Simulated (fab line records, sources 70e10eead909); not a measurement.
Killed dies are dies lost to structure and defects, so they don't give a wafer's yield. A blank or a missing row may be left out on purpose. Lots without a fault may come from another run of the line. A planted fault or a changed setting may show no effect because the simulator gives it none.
A struck lot beside a sound one | flow nand_harc | 12 steps out of a route of 1302
Sound: wafers L993.1, L993.2, L993.5. Struck: wafers L106.1, L106.3, L106.5. The cause comes at the end.
At each step with rows: each side's tool, then ch and its chambers, then its first start. Under that, the readings that differ: sound wafers | struck wafers | difference of the means | sigmas: that difference in standard deviations of wafers without a fault.
alike: readings whose means differ by less than 2 such deviations, and words and numbers that are the same on both sides. not compared: withheld readings, readings that some wafer has no value for, bounds like >300 that may hide the same value, and numbers for which the record gives no deviation and whose values overlap.
The two part at a step that has a row with sigmas, a row that says differs or no value, or rows on one side only. Numbers that don't overlap but have no deviation are shown without sigmas and don't part them. A reading that every wafer of one side lacks parts them only if that side has two wafers or more.

NHARC_A_STAIRCASE_DEP_322: deposits SiO2, target thk 7200 nm.
  sound on pecvd-02 ch 0,1, day 21 18:03; struck on pecvd-01 ch 0,1,2, day 26 23:53
  alike: heater_power_outer_w, heater_power_w
then, 1 step without rows for these wafers: NHARC_A_STAIRCASE_ANNEAL_323 (time 1800 s).
NHARC_A_STAIRCASE_DEP_325: deposits SiO2, target thk 7200 nm.
  sound on pecvd-01 ch 0,1, day 22 03:23; struck on pecvd-02 ch 0,1,2, day 27 09:35
  alike: heater_power_outer_w, heater_power_w
then, 6 steps without rows for these wafers: NHARC_A_STAIRCASE_ANNEAL_326 (time 1800 s); NHARC_A_STAIRCASE_DEHYDRATE_433 (time 120 s); NHARC_A_STAIRCASE_HMDS_434 (time 30 s); NHARC_A_STAIRCASE_COAT_435; NHARC_A_STAIRCASE_SOFTBAKE_436 (time 170 s); NHARC_A_STAIRCASE_EBR_437.
NHARC_A_STAIRCASE_EXPOSE_438: exposes mask STAIR REV.
  sound on krf_scanner-03 ch 0, day 22 13:55; struck on krf_scanner-02 ch 0, day 27 17:08
  reading              | sound             | struck            | difference | sigmas
  exposure_dose_mJ_cm2 | 28.97 28.98 28.95 | 29.72 29.69 29.70 | +0.74      | +24
  alike: mask
then, 2 steps without rows for these wafers: NHARC_A_STAIRCASE_PEB_439 (peb time 130 s); NHARC_END_SORT_01.

WHERE THEY PART
Only at NHARC_A_STAIRCASE_EXPOSE_438, within this record.

WHY: what the simulator had put in
Process parameter drift: krf_scanner-02, from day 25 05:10 on, at NHARC_A_STAIRCASE_EXPOSE_438. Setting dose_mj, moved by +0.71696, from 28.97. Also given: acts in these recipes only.
